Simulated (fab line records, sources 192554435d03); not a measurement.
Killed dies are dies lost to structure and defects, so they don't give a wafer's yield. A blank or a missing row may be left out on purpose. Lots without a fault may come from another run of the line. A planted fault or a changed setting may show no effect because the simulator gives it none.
Which tool did it? | flow n5_finfet | 24 lots, 72 wafers sampled, at 4 steps of a route of 1938

WHAT THE GAUGES READ, wafer by wafer
N5_FIN_SAQP_CD_MEAS_16: target cd 35.6 nm.
lot  | measured    | on        | cd_nm (nm)
L074 | day 1 22:04 | cd_sem-01 | 35.63 35.83 35.89
L075 | day 2 03:11 | cd_sem-01 | 35.27 35.15 35.43
L076 | day 2 10:56 | cd_sem-02 | 35.62 35.26 35.21
L077 | day 2 18:10 | cd_sem-01 | 35.31 35.47 35.11
L078 | day 2 21:40 | cd_sem-03 | 35.52 35.63 35.36
L079 | day 3 03:52 | cd_sem-03 | 35.19 35.25 35.31
L080 | day 3 09:58 | cd_sem-01 | 35.45 35.61 35.71
L081 | day 3 16:55 | cd_sem-03 | 35.71 35.24 35.85
L082 | day 3 22:28 | cd_sem-03 | 35.23 35.30 35.76
L083 | day 4 03:51 | cd_sem-03 | 35.55 35.54 35.70
L084 | day 4 09:54 | cd_sem-03 | 35.33 35.49 35.47
L085 | day 4 16:28 | cd_sem-03 | 35.30 35.76 35.72
L086 | day 4 21:25 | cd_sem-01 | 35.71 36.13 35.95
L087 | day 5 03:42 | cd_sem-01 | 35.62 35.61 35.67
L088 | day 5 09:58 | cd_sem-03 | 36.14 35.58 35.46
L089 | day 5 15:38 | cd_sem-02 | 35.20 35.23 35.23
L090 | day 5 21:57 | cd_sem-02 | 35.66 35.83 35.76
L091 | day 6 03:20 | cd_sem-02 | 35.70 35.57 35.40
L092 | day 6 09:09 | cd_sem-02 | 35.81 35.28 35.75
L093 | day 6 15:56 | cd_sem-02 | 35.30 35.89 35.43
L094 | day 6 22:14 | cd_sem-03 | 35.80 35.76 35.53
L095 | day 7 04:05 | cd_sem-02 | 35.48 35.42 35.85
L096 | day 7 12:58 | cd_sem-02 | 35.79 35.25 35.70
L097 | day 7 16:58 | cd_sem-02 | 35.19 34.90 34.78

WHICH TOOL RAN EACH LOT (tool, then ch and the chambers of the sampled wafers, then the start)
lot  | N5_ZERO_LAYER_PECVD_02         | N5_WELL_APT_RTA_34              | N5_PMOS_HMC_CHANNEL_EPI_DESCUM_14
L074 | pecvd-03 ch 0,1, day 1 12:17   | rtp_anneal-02 ch 0, day 1 16:28 | rie_diel-03 ch 0,3, day 1 17:53
L075 | pecvd-03 ch 0,1,2, day 1 18:17 | rtp_anneal-02 ch 0, day 1 21:48 | rie_diel-01 ch 0,1,3, day 1 23:13
L076 | pecvd-02 ch 0,2, day 2 00:19   | rtp_anneal-01 ch 0, day 2 04:46 | rie_diel-03 ch 0,1,2, day 2 06:21
L077 | pecvd-03 ch 0,1,2, day 2 06:18 | rtp_anneal-02 ch 0, day 2 10:29 | rie_diel-03 ch 1,2, day 2 11:56
L078 | pecvd-02 ch 0,2, day 2 12:18   | rtp_anneal-02 ch 0, day 2 15:49 | rie_diel-01 ch 0,1,2, day 2 17:26
L079 | pecvd-02 ch 1,2, day 2 18:17   | rtp_anneal-02 ch 0, day 2 21:52 | rie_diel-05 ch 0,1, day 2 23:17
L080 | pecvd-02 ch 0,1,2, day 3 00:18 | rtp_anneal-02 ch 0, day 3 03:55 | rie_diel-03 ch 0,1,2, day 3 05:19
L081 | pecvd-03 ch 0,1,2, day 3 06:19 | rtp_anneal-02 ch 0, day 3 09:54 | rie_diel-05 ch 1,2, day 3 11:26
L082 | pecvd-03 ch 0,2, day 3 12:17   | rtp_anneal-01 ch 0, day 3 15:59 | rie_diel-05 ch 1,2,3, day 3 17:41
L083 | pecvd-03 ch 0,1, day 3 18:18   | rtp_anneal-01 ch 0, day 3 22:04 | rie_diel-03 ch 0,1,3, day 3 23:33
L084 | pecvd-03 ch 0,1,2, day 4 00:18 | rtp_anneal-02 ch 0, day 4 04:02 | rie_diel-05 ch 0,1,2, day 4 05:19
L085 | pecvd-02 ch 1,2, day 4 06:17   | rtp_anneal-02 ch 0, day 4 10:14 | rie_diel-05 ch 0,1,2, day 4 11:50
L086 | pecvd-02 ch 1,2, day 4 12:18   | rtp_anneal-02 ch 0, day 4 15:44 | rie_diel-03 ch 0,1,3, day 4 17:12
L087 | pecvd-03 ch 1,2, day 4 18:18   | rtp_anneal-01 ch 0, day 4 21:41 | rie_diel-01 ch 0,1,2, day 4 22:57
L088 | pecvd-03 ch 0,1, day 5 00:17   | rtp_anneal-01 ch 0, day 5 03:52 | rie_diel-01 ch 0,2,3, day 5 05:18
L089 | pecvd-04 ch 1,2, day 5 06:17   | rtp_anneal-02 ch 0, day 5 10:08 | rie_diel-05 ch 1,3, day 5 11:31
L090 | pecvd-02 ch 0,2, day 5 12:17   | rtp_anneal-01 ch 0, day 5 16:26 | rie_diel-03 ch 1,2, day 5 17:49
L091 | pecvd-03 ch 0,1,2, day 5 18:17 | rtp_anneal-02 ch 0, day 5 21:56 | rie_diel-01 ch 0,1,3, day 5 23:20
L092 | pecvd-04 ch 1,2, day 6 00:17   | rtp_anneal-01 ch 0, day 6 03:55 | rie_diel-01 ch 1,3, day 6 05:12
L093 | pecvd-03 ch 0,1,2, day 6 06:17 | rtp_anneal-01 ch 0, day 6 10:08 | rie_diel-05 ch 0,1,3, day 6 11:30
L094 | pecvd-02 ch 0,1,2, day 6 12:18 | rtp_anneal-02 ch 0, day 6 15:58 | rie_diel-05 ch 0,1,3, day 6 17:53
L095 | pecvd-03 ch 1,2, day 6 18:17   | rtp_anneal-02 ch 0, day 6 21:53 | rie_diel-01 ch 0,1,3, day 6 23:30
L096 | pecvd-02 ch 0,1,2, day 7 00:17 | rtp_anneal-01 ch 0, day 7 03:59 | rie_diel-05 ch 2,3, day 7 06:18
L097 | pecvd-04 ch 0,1, day 7 06:17   | rtp_anneal-01 ch 0, day 7 10:51 | rie_diel-01 ch 1,2,3, day 7 12:47
- N5_ZERO_LAYER_PECVD_02: deposits SiO2 from SiH4/N2O, target thk 10 nm, time 6 s.
- N5_WELL_APT_RTA_34: time 10 s.
- N5_PMOS_HMC_CHANNEL_EPI_DESCUM_14: chemistry O2, time 7.9 s.

WHAT THE TOOLS THEMSELVES READ (means of the sampled wafers that have a number; where no wafer has one, the mark that the record gives instead)
N5_ZERO_LAYER_PECVD_02.
lot  | tool     | heater_power_w (W) | showerhead_plenum_p_Torr (Torr)
L074 | pecvd-03 | 799                | 8.04
L075 | pecvd-03 | 800                | 8.17
L076 | pecvd-02 | 894                | 8.29
L077 | pecvd-03 | 723                | 8.18
L078 | pecvd-02 | 887                | 8.29
L079 | pecvd-02 | 863                | 8.14
L080 | pecvd-02 | 835                | 8.20
L081 | pecvd-03 | 787                | 8.18
L082 | pecvd-03 | 786                | 8.11
L083 | pecvd-03 | 686                | 8.06
L084 | pecvd-03 | 747                | 8.19
L085 | pecvd-02 | 885                | 8.13
L086 | pecvd-02 | 868                | 8.11
L087 | pecvd-03 | 759                | 8.26
L088 | pecvd-03 | 785                | 8.14
L089 | pecvd-04 | 842                | 8.12
L090 | pecvd-02 | 905                | 8.30
L091 | pecvd-03 | 783                | 8.18
L092 | pecvd-04 | 827                | 8.06
L093 | pecvd-03 | 784                | 8.18
L094 | pecvd-02 | 892                | 8.22
L095 | pecvd-03 | 768                | 8.25
L096 | pecvd-02 | 875                | 8.20
L097 | pecvd-04 | 855                | 8.08

N5_WELL_APT_RTA_34.
lot  | tool          | lamp_power_pct (%) | lamp_zone_6_pct (%) | wafer_temp_C_max
L074 | rtp_anneal-02 | 13.00              | 12.938              | 1002.9
L075 | rtp_anneal-02 | 13.03              | 12.917              | 1003.2
L076 | rtp_anneal-01 | 13.01              | 12.903              | 1002.9
L077 | rtp_anneal-02 | 13.01              | 12.911              | 1002.8
L078 | rtp_anneal-02 | 13.03              | 12.913              | 1003.1
L079 | rtp_anneal-02 | 13.03              | 12.923              | 1004.1
L080 | rtp_anneal-02 | 12.91              | 12.925              | 1004.0
L081 | rtp_anneal-02 | 13.01              | 12.900              | 1003.9
L082 | rtp_anneal-01 | 12.98              | 12.903              | 1003.4
L083 | rtp_anneal-01 | 12.98              | 12.935              | 1004.5
L084 | rtp_anneal-02 | 12.98              | 12.915              | 1003.5
L085 | rtp_anneal-02 | 12.99              | 12.945              | 1003.0
L086 | rtp_anneal-02 | 13.03              | 12.922              | 1003.9
L087 | rtp_anneal-01 | 13.04              | 12.940              | 1003.4
L088 | rtp_anneal-01 | 12.96              | 12.933              | 1003.7
L089 | rtp_anneal-02 | 12.99              | 12.909              | 1004.1
L090 | rtp_anneal-01 | 12.96              | 12.906              | 1004.0
L091 | rtp_anneal-02 | 12.98              | 12.938              | 1003.0
L092 | rtp_anneal-01 | 13.04              | 12.941              | 1004.6
L093 | rtp_anneal-01 | 13.02              | 12.905              | 1003.5
L094 | rtp_anneal-02 | 12.97              | 12.921              | 1003.5
L095 | rtp_anneal-02 | 13.03              | 12.916              | 1003.6
L096 | rtp_anneal-01 | 12.95              | 12.899              | 1003.1
L097 | rtp_anneal-01 | 13.00              | 12.928              | 1003.3

N5_PMOS_HMC_CHANNEL_EPI_DESCUM_14.
lot  | tool        | drypump_motor_current_A (A) | oes_product_au (a.u.) | rf_vpp_V (V) | showerhead_plenum_p_Torr (Torr) | throttle_valve_pct (%)
L074 | rie_diel-03 | 6.2                         | 0.79                  | 242.4        | 2.07                            | 20.3
L075 | rie_diel-01 | 5.5                         | 0.81                  | 243.6        | 2.14                            | 20.4
L076 | rie_diel-03 | 6.0                         | 0.81                  | 243.5        | 2.11                            | 20.2
L077 | rie_diel-03 | 5.9                         | 0.78                  | 244.2        | 2.17                            | 20.3
L078 | rie_diel-01 | 5.7                         | 0.87                  | 243.5        | 2.11                            | 20.2
L079 | rie_diel-05 | 6.0                         | 0.80                  | 243.5        | 2.12                            | 20.7
L080 | rie_diel-03 | 6.0                         | 0.79                  | 243.0        | 2.11                            | 20.2
L081 | rie_diel-05 | 5.8                         | 0.90                  | 244.0        | 2.14                            | 20.4
L082 | rie_diel-05 | 5.5                         | 0.86                  | 244.1        | 2.13                            | 20.5
L083 | rie_diel-03 | 6.2                         | 0.86                  | 243.1        | 2.13                            | 20.2
L084 | rie_diel-05 | 5.6                         | 0.85                  | 243.6        | 2.12                            | 20.4
L085 | rie_diel-05 | 5.6                         | 0.83                  | 243.7        | 2.12                            | 20.4
L086 | rie_diel-03 | 6.2                         | 0.84                  | 243.9        | 2.12                            | 20.3
L087 | rie_diel-01 | 5.7                         | 0.86                  | 243.1        | 2.10                            | 20.3
L088 | rie_diel-01 | 5.5                         | 0.79                  | 242.1        | 2.10                            | 20.3
L089 | rie_diel-05 | 5.7                         | 0.79                  | 244.5        | 2.10                            | 20.8
L090 | rie_diel-03 | 5.9                         | 0.76                  | 244.8        | 2.16                            | 20.4
L091 | rie_diel-01 | 5.5                         | 0.78                  | 243.6        | 2.13                            | 20.4
L092 | rie_diel-01 | 5.3                         | 0.75                  | 243.7        | 2.14                            | 20.4
L093 | rie_diel-05 | 5.8                         | 0.76                  | 243.7        | 2.10                            | 20.8
L094 | rie_diel-05 | 5.8                         | 0.76                  | 244.0        | 2.10                            | 20.8
L095 | rie_diel-01 | 5.5                         | 0.77                  | 244.3        | 2.13                            | 20.4
L096 | rie_diel-05 | 5.3                         | 0.81                  | 242.5        | 2.11                            | 20.5
L097 | rie_diel-01 | 5.5                         | 0.80                  | 243.5        | 2.11                            | 20.3

THE ANSWER, worked out from the rows above alone
Rule: what is usual is taken from the lots themselves. Put in order of their means at a reading, lots are off if they are a third of the lots or fewer, leave a main group of 4 or more, and stand apart from it by a gap of 3 or more times the standard deviation of the main group's means; of several such gaps the widest counts. A main group whose means are all the same, to the digits that the tables above print for the reading, isn't used. A lot without any number at a reading at which 4 lots or more have one is off too. The other lots that the step has rows for count as sound. The gauges are gone through in route order, then the tools' own readings, and for those a lot's mean is taken as printed above. The first step at which some lot is off is used, and at that step the reading that is off furthest; a lot without a number counts as furthest.
No lot is off at any reading shown: from this, nothing can be told.

WHAT THE SIMULATOR HAD PUT IN
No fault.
